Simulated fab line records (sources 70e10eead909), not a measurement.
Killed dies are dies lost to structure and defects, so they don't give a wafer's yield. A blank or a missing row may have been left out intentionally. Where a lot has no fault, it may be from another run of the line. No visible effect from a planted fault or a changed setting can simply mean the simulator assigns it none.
fab line records | flow nandHarc
record: lots: 6 wafers: 18 lastDay: 32
route steps=1302 shown A_SLIT@944 A_SIN_REMOVE@947 A_WL_FILL@952 A_CONTACT@983 END@1302
lots untouched by any fault: they come from a run of this same line in which no faults occurred
startH: hours from the record's opening day to when the first of the lot's shown wafers began | waitH: time in hours since the lot's previous step | " as in the row above | L1.1+2: a single row standing in for several wafers | - either no value or no given start | * or withheld: withheld | < > ~ a bound
route shown NAME@n: names a module that has steps shown in the file, with the first one's number in the route | usual: the fault-free wafers' mean and standard deviation | same: alike in all rows | chamber/n: place in a boat | sites: each site's reading | _std_site: standard deviation of those values | _edge_site: mean of outer sites minus mean of inner sites | radiusMm: for every site, how far away it sits from the centre of the wafer | mask NAME#n: copy n | behind: the last tool/chamber to shape the wafer | hold: the reason the lot was held/the length of the hold in hours/how it ended | device: the transistor (n, p or np) that didn't switch | end of line: tests run on the same wafers once the route is complete | a step without rows: its recipe alone | killed: the dies lost at the first sort to structure and to defects; this is not the yield of the wafer | map: per-die view of a wafer (x killed, . not killed, _ where there is no die)
set.NAME: the run value of the setting; set.NAME@STEP: its run value at that earlier step | model.NAME: the simulator's own value behind a step, which no gauge read
lots at selected steps of the route; one table per step, one row per wafer
services: the hour from which a tool's chamber was out of use, counted from the record's first day as startH (under 0 if before that day), plus the number of hours and why
== steps ==
step: NHARC_A_SLIT_PRECLEAN_19
recipe: timeS: * tempC: 50 bathAgeMin: 0 chemistry: SC1
step: NHARC_A_SLIT_SRD_20
step: NHARC_A_SLIT_CD_MEAS_21
usual: cdNm: 289.2/1.2
columns lot.wafer tool chamber startH waitH cdNm
L985.2 cdSem-01 - 476.38 - 290.0
L985.3 " - " " 288.4
L985.6 " - " " 290.9
L987.3 cdSem-02 - 484.67 - 288.9
L987.4 " - " " 288.9
L987.5 " - " " 288.8
L993.2 cdSem-01 - 559.95 - 288.4
L993.3 " - " " 289.8
L993.6 " - " " 288.4
L996.4 cdSem-01 - 580.59 - 288.7
L996.5 " - " " 289.6
L996.6 " - " " 290.9
L999.1 cdSem-03 - 613.31 - 289.5
L999.3 " - " " 289.0
L999.6 " - " " 289.6
L103.4 cdSem-03 - 655.46 - 289.7
L103.5 " - " " 290.3
L103.6 " - " " 291.0
step: NHARC_A_SIN_REMOVE_WET_00
recipe: tempC: 160 timeS: 15300 chemistry: H3PO4
step: NHARC_A_SIN_REMOVE_PRECLEAN_01
recipe: timeS: * tempC: 50 bathAgeMin: 0 chemistry: SC1
step: NHARC_A_SIN_REMOVE_SRD_02
step: NHARC_A_SIN_REMOVE_INSPECT_04
usual: rawDefectCount: 402/93
columns lot.wafer tool chamber startH waitH rawDefectCount
L985.2 defectInspect-01 - 483.00 0.0 449
L985.3 " - " " 390
L985.6 " - " " 447
L987.3 defectInspect-02 - 491.27 0.0 407
L987.4 " - " " 379
L987.5 " - " " 345
L993.2 defectInspect-02 - 566.57 0.0 363
L993.3 " - " " 380
L993.6 " - " " 493
L996.4 defectInspect-01 - 587.27 0.0 342
L996.5 " - " " 402
L996.6 " - " " 448
L999.1 defectInspect-02 - 619.93 0.0 422
L999.3 " - " " 456
L999.6 " - " " 391
L103.4 defectInspect-02 - 662.00 0.0 338
L103.5 " - " " 340
L103.6 " - " " 431
step: NHARC_A_WL_FILL_ALD_00
recipe: targetThkA: 30 pulseTimeS: 3 aldCycles: 30 tempC: 300 material: Al2O3
step: NHARC_A_WL_FILL_RTA_01
recipe: tempC: 1000 timeS: 5
usual: lampPowerPct: 28.7/2.6 wafer_temp_C_max: 1004.4/1.3
columns lot.wafer tool chamber startH waitH lampPowerPct wafer_temp_C_max
L985.2 rtpAnneal-02 0 483.51 - 30.7 1002.2
L985.3 " 0 " " 30.7 1004.1
L985.6 " 0 " " 30.7 1003.5
L987.3 rtpAnneal-02 0 493.54 - 30.8 1003.9
L987.4 " 0 " " 30.7 1003.8
L987.5 " 0 " " 30.7 1002.7
L993.2 rtpAnneal-02 0 566.96 - 30.7 1004.9
L993.3 " 0 " " 30.7 1003.1
L993.6 " 0 " " 30.8 1004.9
L996.4 rtpAnneal-01 0 587.67 - 25.3 1005.6
L996.5 " 0 " " 25.4 1005.4
L996.6 " 0 " " 25.4 1007.2
L999.1 rtpAnneal-01 0 620.33 - 25.4 1006.8
L999.3 " 0 " " 25.4 1005.8
L999.6 " 0 " " 25.4 1004.9
L103.4 rtpAnneal-01 0 662.56 - 25.4 1005.7
L103.5 " 0 " " 25.3 1004.6
L103.6 " 0 " " 25.4 1004.3
step: NHARC_A_WL_FILL_ALD_02
recipe: targetThkA: 20 pulseTimeS: 3 aldCycles: 100 tempC: 450 material: TiN
step: NHARC_A_WL_FILL_CVD_03
recipe: targetThkA: 400 tempC: 300 pressureTorr: 40 wf6FlowSccm: 40 h2FlowSccm: 1600 arFlowSccm: 1560 timeS: 279 material: W
usual: heaterPowerW: 464/92 mfcArSccm: 1559/4.5 throttleValvePct: 8.0/0.31
columns lot.wafer tool chamber startH waitH heaterPowerW mfcArSccm throttleValvePct
L985.2 cvdW-01 0 484.19 0.1 347 1563 8.3
L985.3 " 1 " " 435 1560 8.6
L985.6 " 0 " " 345 1562 8.5
L987.4 cvdW-02 1 494.32 0.2 550 1556 8.0
L987.3 " 0 " " 564 1562 7.6
L987.5 " 1 " " 546 1557 8.1
L993.2 cvdW-01 0 567.58 0.1 346 1558 8.1
L993.3 " 0 " " 343 1559 8.2
L993.6 " 0 " " 341 1556 7.6
L996.4 cvdW-01 1 588.34 0.2 418 1561 8.6
L996.5 " 1 " " 422 1554 8.3
L996.6 " 0 " " 345 1561 8.0
L999.1 cvdW-02 0 621.07 0.1 567 1560 7.8
L999.3 " 1 " " 554 1557 8.1
L999.6 " 1 " " 564 1559 8.1
L103.4 cvdW-01 1 663.24 0.2 423 1564 7.9
L103.6 " 1 " " 429 1562 8.3
L103.5 " 0 " " 344 1561 8.2
step: NHARC_A_WL_FILL_ETCHBACK_04
recipe: targetDepthA: 600 timeS: 120 chemistry: NF3
usual: drypumpMotorCurrentA: 5.8/0.46 oesProductAu: 0.995/0.013
columns lot.wafer tool chamber startH waitH drypumpMotorCurrentA oesProductAu rfHoursCounterH
L985.2 rieMetal-01 1 484.51 0.3 6.0 0.996 1.5
L985.3 " 0 " " 5.6 1.011 -
L985.6 " 0 " " 5.6 1.012 -
L987.3 rieMetal-01 0 494.66 0.2 5.6 1.006 -
L987.4 " 1 " " 6.0 0.997 -
L987.5 " 0 " " 5.6 1.008 -
L993.2 rieMetal-02 1 567.99 0.4 6.0 0.994 2.0
L993.3 " 1 " " 6.0 0.984 -
L993.6 " 0 " " 6.0 0.997 -
L996.4 rieMetal-01 1 588.71 0.3 6.0 1.003 -
L996.6 " 0 " " 5.6 0.965 -
L996.5 " 1 " " 6.0 1.001 -
L999.1 rieMetal-03 0 621.44 0.3 4.8 1.010 1.5
L999.3 " 0 " " 4.8 1.001 -
L999.6 " 0 " " 4.8 1.023 -
L103.4 rieMetal-03 1 663.61 0.3 6.3 0.977 -
L103.6 " 0 " " 4.7 1.000 -
L103.5 " 1 " " 6.3 0.995 -
step: NHARC_A_WL_FILL_ETCHBACK_05
recipe: targetDepthA: 220 timeS: 60 tempC: 40 chemistry: Cl2/BCl3
step: NHARC_A_WL_FILL_STRIP_27
recipe: powerW: 1500 tempC: 250 timeS: 20 chemistry: N2/H2
step: NHARC_A_WL_FILL_STRIP_28
recipe: timeS: 1200 tempC: 72.5 chemistry: postEtchResidueRemover
step: NHARC_A_WL_FILL_PRECLEAN_06
recipe: timeS: 300 chemistry: DIW
step: NHARC_A_WL_FILL_SRD_07
step: NHARC_A_WL_FILL_ANNEAL_08
recipe: tempC: 450 timeS: 1800
step: NHARC_A_WL_FILL_ALD_10
recipe: targetThkA: 500 pulseTimeS: 10 aldCycles: 500 tempC: 300 material: SiO2
step: NHARC_A_WL_FILL_ETCHBACK_16
recipe: targetDepthA: 1200 timeS: 24 c4f8FlowSccm: withheld o2FlowSccm: 8 arFlowSccm: withheld rfW: 600 biasW: 800 chemistry: C4F8/O2/Ar
step: NHARC_A_WL_FILL_STRIP_29
recipe: timeS: 20 o2FlowSccm: 500 arFlowSccm: 0 biasW: 0 chemistry: O2
step: NHARC_A_WL_FILL_ETCHBACK_17
recipe: targetDepthA: 40 timeS: 26.7 chemistry: Cl2/BCl3
step: NHARC_A_WL_FILL_PRECLEAN_18
recipe: timeS: 30 chemistry: dHF
step: NHARC_A_WL_FILL_SRD_21
step: NHARC_A_WL_FILL_CVD_23
recipe: targetThkA: 400 tempC: 620 pressureMtorr: 200 timeS: 800 material: poly-Si
step: NHARC_A_WL_FILL_ETCHBACK_26
recipe: targetDepthA: 520 timeS: 13.3 hbrFlowSccm: 150 rfW: 350 icpW: 350 biasW: 60 chemistry: HBr
step: NHARC_A_WL_FILL_PRECLEAN_30
recipe: timeS: 10 chemistry: dHF
step: NHARC_A_WL_FILL_SRD_14
step: NHARC_A_WL_FILL_ALD_19
recipe: targetThkA: 20 pulseTimeS: 3 aldCycles: 100 tempC: 450 material: TiN
usual: heaterPowerW: 1097/130 precursorPulseHeightRel: 0.997/0.019
columns lot.wafer tool chamber startH waitH heaterPowerW precursorPulseHeightRel
L985.3 aldMetal-04 2 500.63 0.1 1128 1.001
L985.2 " 3 " " 1061 0.948
L985.6 " 2 " " 1123 1.002
L987.4 aldMetal-04 1 510.78 0.1 1041 1.027
L987.3 " 2 " " 1119 0.971
L987.5 " 1 " " 1034 0.965
L993.3 aldMetal-04 1 585.63 0.1 1039 0.990
L993.2 " 0 " " 1012 0.985
L993.6 " 2 " " 1164 0.967
L996.4 aldMetal-04 0 604.30 0.2 1001 1.010
L996.5 " 1 " " 1047 1.012
L996.6 " 3 " " 1090 0.976
L999.3 aldMetal-01 1 637.54 0.1 993 1.008
L999.1 " 2 " " 1458 1.008
L999.6 " 0 " " 1051 0.988
L103.5 aldMetal-01 2 680.82 0.2 1482 0.955
L103.6 " 3 " " 1125 0.989
L103.4 " 1 " " 1016 1.025
step: NHARC_A_WL_FILL_CVD_20
recipe: targetThkA: 1000 tempC: 400 pressureTorr: 40 wf6FlowSccm: 40 h2FlowSccm: 1600 arFlowSccm: 1560 timeS: 74 material: W
step: NHARC_A_WL_FILL_CMP_12
recipe: tOverpolishS: 30 targetThkNm: 100
step: NHARC_A_WL_FILL_SRD_31
step: NHARC_A_WL_FILL_INSPECT_15
usual: rawDefectCount: 476/120
columns lot.wafer tool chamber startH waitH rawDefectCount
L985.2 defectInspect-01 - 501.48 0.0 463
L985.3 " - " " 423
L985.6 " - " " 517
L987.3 defectInspect-01 - 511.61 0.0 302
L987.4 " - " " 333
L987.5 " - " " 375
L993.2 defectInspect-02 - 586.48 0.0 579
L993.3 " - " " 439
L993.6 " - " " 416
L996.4 defectInspect-01 - 605.11 0.0 379
L996.5 " - " " 422
L996.6 " - " " 401
L999.1 defectInspect-02 - 638.53 0.0 413
L999.3 " - " " 474
L999.6 " - " " 422
L103.4 defectInspect-02 - 681.70 0.0 473
L103.5 " - " " 549
L103.6 " - " " 578
step: NHARC_A_CONTACT_DEP_24
recipe: targetThkA: 5000 tempC: 400 pressureTorr: 6.5 rfW: 900 teosFlowSccm: 161.4 flowSccm: 2650 targetThkNm: 500 gas: O2 material: SiO2
usual: heaterPowerW: 580/66 throttleValvePct: 16.3/0.59
columns lot.wafer tool chamber startH waitH heaterPowerW throttleValvePct
L985.2 pecvd-03 1 501.55 0.1 592 16.4
L985.3 " 0 " " 607 17.0
L985.6 " 2 " " 631 16.5
L987.3 pecvd-01 2 511.80 0.2 671 16.7
L987.4 " 0 " " 551 16.1
L987.5 " 2 " " 720 16.8
L996.5 pecvd-02 2 605.36 0.3 560 16.4
L996.4 " 1 " " 553 14.9
L999.3 pecvd-01 1 638.61 0.1 593 16.2
L999.1 " 0 " " 562 15.9
L999.6 " 0 " " 418 16.3
L103.6 pecvd-03 2 681.96 0.3 595 16.4
L103.5 " 0 " " 625 16.6
L103.4 " 1 " " 457 17.0
step: NHARC_A_CONTACT_DEP_28
recipe: targetThkA: 70000 tempC: 400 material: aC
usual: throttleValvePct: 35.000/0.0081
columns lot.wafer tool chamber startH waitH throttleValvePct
L985.2 aclDep-02 0 505.53 3.4 34.999
L985.3 " 0 " " 35.002
L985.6 " 0 508.35 6.3 35.002
L987.3 aclDep-01 0 513.84 1.6 35.006
L987.4 " 0 " " 35.009
L987.5 " 0 " " 34.989
L996.4 aclDep-01 0 610.08 4.3 35.012
L996.5 " 0 " " 35.004
L999.1 aclDep-01 0 639.22 0.1 35.013
L999.3 " 0 640.63 1.5 34.999
L999.6 " 0 642.76 3.6 34.995
L103.4 aclDep-03 0 685.71 3.4 35.000
L103.5 " 0 " " 34.989
L103.6 " 0 " " 35.014
step: NHARC_END_SORT_01
recipe: tempC: 25
usual: killedAtArray: 56/19 killedAtOther: 0.6/1 killedAtPeriphery: 3.9/2.7 killedDies: 61/19 killedOpen: 3.3/1.9 killedShort: 2.4/1.7
same: grossDies: 677
columns lot.wafer tool chamber startH waitH killedAtArray killedAtOther killedAtPeriphery killedDies killedOpen killedShort
L985.2 prober-02 0 581.09 2.8 93 0 0 93 3 0
L985.3 prober-02 0 581.90 3.1 65 3 3 71 3 1
L985.6 prober-02 0 584.35 4.1 83 0 2 85 1 0
L987.3 prober-01 0 595.39 3.1 63 0 2 65 2 2
L987.4 prober-01 0 596.20 3.4 47 3 3 53 3 2
L987.5 prober-01 0 597.02 3.8 52 0 4 56 3 5
L993.2 prober-02 0 667.31 2.8 554 2 1 557 5 0
L993.3 prober-02 0 668.11 3.1 530 1 2 533 2 3
L993.6 prober-02 0 670.50 4.0 632 1 2 635 3 3
L996.6 prober-02 0 687.29 4.1 598 0 3 601 4 2
killed by level:class
L985.2 A_CHANNEL_HOLE_D2:chamberFilmFlake=36 A_CHANNEL_HOLE_D1:chamberFilmFlake=31 A_SLIT:chamberFilmFlake=13 A_CONTACT:chamberFilmFlake=5 A_STAIRCASE:chamberFilmFlake=3 A_ONON_D1:geometricParticle:open=1 A_ONON_D2:geometricParticle:open=1 A_WL_FILL:geometricParticle:open=1
L985.3 A_CHANNEL_HOLE_D2:chamberFilmFlake=26 A_CHANNEL_HOLE_D1:chamberFilmFlake=17 A_SLIT:chamberFilmFlake=14 A_STAIRCASE:chamberFilmFlake=3 THIN_TSV:chamberFilmFlake=3 P_M0:geometricParticle:open=2 A_WL_FILL:chamberFilmFlake=2 A_CHANNEL_HOLE_D1:geometricParticle:open=1
L985.6 A_CHANNEL_HOLE_D2:chamberFilmFlake=31 A_CHANNEL_HOLE_D1:chamberFilmFlake=22 A_SLIT:chamberFilmFlake=15 A_STAIRCASE:chamberFilmFlake=5 A_CONTACT:chamberFilmFlake=5 A_WL_FILL:chamberFilmFlake=2 P_M0:geometricParticle:open=1 P_ZERO_WELL:chamberFilmFlake=1
L987.3 A_CHANNEL_HOLE_D2:chamberFilmFlake=48 A_CONTACT:chamberFilmFlake=7 A_CHANNEL_FILL_D1:geometricParticle:short=2 A_CHANNEL_HOLE_D1:chamberFilmFlake=2 A_CHANNEL_FILL_D1:geometricParticle:open=1 A_SGD_CUT:geometricParticle:open=1 P_ZERO_WELL:chamberFilmFlake=1 P_GATE:chamberFilmFlake=1
L987.4 A_CHANNEL_HOLE_D2:chamberFilmFlake=31 A_CONTACT:chamberFilmFlake=5 THIN_TSV:chamberFilmFlake=3 A_ONON_D2:geometricParticle:short=2 P_GATE:chamberFilmFlake=2 A_CHANNEL_HOLE_D1:chamberFilmFlake=2 A_SGD_CUT:chamberFilmFlake=2 A_CHANNEL_FILL_D1:geometricParticle:open=1
L987.5 A_CHANNEL_HOLE_D2:chamberFilmFlake=35 A_CONTACT:chamberFilmFlake=3 A_CHANNEL_HOLE_D1:chamberFilmFlake=2 A_DECK1_JOINT:chamberFilmFlake=2 P_CONTACT:geometricParticle:short=1 P_M0:geometricParticle:open=1 P_M0:geometricParticle:short=1 A_CHANNEL_FILL_D1:geometricParticle:short=1
L993.2 A_WL_FILL:areaCvd=473 A_SLIT:chamberFilmFlake=35 A_CHANNEL_HOLE_D1:chamberFilmFlake=27 A_CHANNEL_HOLE_D2:chamberFilmFlake=11 THIN_TSV:chamberFilmFlake=2 A_CONTACT:chamberFilmFlake=2 A_SOURCE_PLATE:geometricParticle:open=1 A_ONON_D1:geometricParticle:open=1
L993.3 A_WL_FILL:areaCvd=445 A_SLIT:chamberFilmFlake=33 A_CHANNEL_HOLE_D1:chamberFilmFlake=28 A_CHANNEL_HOLE_D2:chamberFilmFlake=11 A_STAIRCASE:chamberFilmFlake=3 P_GATE:chamberFilmFlake=2 A_CONTACT:chamberFilmFlake=2 A_M1:chamberFilmFlake=2
L993.6 A_WL_FILL:areaCvd=550 A_CHANNEL_HOLE_D1:chamberFilmFlake=33 A_SLIT:chamberFilmFlake=32 A_CHANNEL_HOLE_D2:chamberFilmFlake=8 A_CONTACT:chamberFilmFlake=2 A_CHANNEL_HOLE_D1:geometricParticle:short=1 A_CHANNEL_HOLE_D2:geometricParticle:open=1 A_SGD_CUT:geometricParticle:open=1
L996.6 A_WL_FILL:areaCvd=546 A_CHANNEL_HOLE_D1:chamberFilmFlake=27 A_CHANNEL_HOLE_D2:chamberFilmFlake=10 A_STAIRCASE:chamberFilmFlake=3 A_WL_FILL:chamberFilmFlake=2 A_M0:chamberFilmFlake=2 P_CONTACT:geometricParticle:open=1 A_CHANNEL_FILL_D1:geometricParticle:open=1
map L993.6 (x killed, . not)
____________x____________
_________xxxxxxx_________
_______xxxxxxxxxxx_______
______xxxxxxxxxxxxx______
_____xxxxxxxxxxxxxxx_____
____xxxxxxxxxxxxxxxxx____
____xxxxxxxxxxxxxxxxx____
___xxxxxxxxxxxxxxxxxxx___
___xxxxxxxxxxxxxxxxxxx___
__xxxxxxx.xxxxxxxxxxxxx__
__xxxxxxxxxxxxxxxxxxxxx__
_xxxxxxxxxxxxxxxxxxxxxxx_
_xxxxxxxxx.xx.x.xxxxxxxx_
_xxxxxxxxxxxxx..x..xxxxx_
_xxxxxxxx.x...xxxxxxxxxx_
_xxxxxxxxx....xxxx.xxxxx_
xxxxxxxxxxxx.xx..xxxxxxxx
xxxxxxxxxxx....x.xxxxxxxx
xxxxxxxxxx.x.xx.xxx.xxxxx
xxxxxxxxxxxx..x.xx.xxxxxx
xxxxxxxxx.xxx..x.xxxxxxxx
_xxxxxxxxxxxxx.xxxxxxxxx_
_xxxxxxxxxxxxxx.xxxxxxxx_
_xxxxxxxxxxxxx.xxxxxxxxx_
_xxxxxxxxxxxxxxxxxxxxxxx_
_xxxxxxxxxxxx.x.xxxxxxxx_
__xxxxxxxxxxxxxxxxxxxxx__
__xxxxxxxxxxxxxxxxxxxxx__
___xxxxxxxxxxxxxxxxxxx___
___xxxxxxxxxxxxxxxxxxx___
____xxxxxxxxxxxxxxxxx____
____xxxxxxxxxxxxxxxxx____
_____xxxxxxxxxxxxxxx_____
______xxxxxxxxxxxxx______
_______xxxxxxxxxxx_______
_________xxxxxxx_________
____________x____________
map L996.6 (x killed, . not)
____________x____________
_________xxxxxxx_________
_______xxxxxxxxxxx_______
______xxxxxxxxxxxxx______
_____xxxxxxxxxxxxxxx_____
____xxxxxxxxxxxxxxxxx____
____xxxxxxxxxxxxxxxxx____
___xxxxxxxxxxxxxxxxxxx___
___xxxxxxxxxxxxxxxxxxx___
__xxxxxxxxxxxxxxxxxxxxx__
__xxxxxxxxxxxxxx.xxxxxx__
_xxxxxxxxxxx...xxxxxxxxx_
_xxxxxxxxx.xxx.x.xxxxxxx_
_xxxxxxxxxxx....xxxxxxxx_
_xxxxxxxxxx....xxxxxxxxx_
_xxxxxxxx.x..x..x.xxxxxx_
xxxxxxxxx.x..x....x.xxxxx
xxxxxxxxx..x...x.xxxxxxxx
xxxxxxxx..xxx......xxxxxx
xxxxxxxxxx.........xxxxxx
xxxxxxxxxx.....x.x.xxxxxx
_xxxxxxxx.....xx..xxxxxx_
_xxxxxxxxxx.....xxxxxxxx_
_xxxxxxxxxxxx....xxxxxxx_
_xxxxxxxxxxxxx.xxxxxxxxx_
_xxxxxxxxxxxxxxxxxxxxxxx_
__xxxxxxxxxxxxxxxxxxxxx__
__xxxxxxxxxxxxxxxxxxxxx__
___xxxxxxxxxxxxxxxxxxx___
___xxxxxxxxxxxxxxxxxxx___
____xxxxxxxxxxxxxxxxx____
____xxxxxxxxxxxxxxxxx____
_____xxxxxxxxxxxxxxx_____
______xxxxxxxxxxxxx______
_______xxxxxxxxxxx_______
_________xxxxxxx_________
____________x____________
== services ==
columns tool chamber startH hours kind
aldMetal-04 - 474.00 10.0 pm
pecvd-01 - 491.97 0.3 repair
rieMetal-03 - 519.00 9.0 pm
pecvd-03 0 521.68 3.0 repair
aldMetal-01 - 526.00 10.0 pm
cvdW-01 - 547.00 13.0 pm
pecvd-03 - 547.45 13.0 pm
aclDep-01 - 553.13 13.0 pm
rieMetal-01 - 575.00 9.0 pm
pecvd-03 - 575.30 91.9 repair
pecvd-01 0 580.86 3.9 repair
aldMetal-01 2 595.33 40.1 repair
aldMetal-04 2 595.82 20.0 repair
pecvd-01 2 597.73 6.6 repair
rieMetal-01 1 600.90 152.8 repair
rieMetal-03 1 616.77 2.0 repair
rieMetal-01 0 625.12 21.3 repair
cvdW-02 - 631.00 13.0 pm
rieMetal-03 - 646.21 0.4 repair
aldMetal-04 - 652.00 10.0 pm
cvdW-01 - 662.00 1.0 repair
aldMetal-01 0 669.73 14.4 repair
pecvd-01 - 673.25 13.0 pm
rieMetal-01 0 680.19 3.8 repair
== key ==
firstSign: step: NHARC_END_SORT_01 reading: killedDies direction: up sigmas: 28 usual: 61 struck: 582
effect: step: NHARC_END_SORT_01 reading: killedAtArray direction: up sigmas: 28 usual: 56 struck: 578
moreKillsBornAt: NHARC_A_WL_FILL_CVD_03@cvdW-01: 2014
metAt NHARC_A_WL_FILL_CVD_03
struckWafers L993.2,L993.3,L993.6,L996.6
laterRowsLeftOut L993.2,L993.3,L993.6,L996.6
testerLeftOut L993,L996
onsetBetween 484.19 567.58
fault: kind: processParameterDrift tool: cvdW-01 chamber: 0 onsetH: 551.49 steps: NHARC_A_WL_FILL_CVD_03 channel: targetThkA offset: * shape: step endH: 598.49 actsIn: * stated: *
testerLeftOut: of these lots the tester's yield and bins aren't shown, on N5 and GAA mostly nor the transistor test; their killed dies are dies lost to structure and defects alone, not to doping, threshold or leakage, so they don't give the yield
laterRowsLeftOut: the simulator's readings of these wafers behind a module that went badly wrong aren't trusted and aren't shown, but for the sort
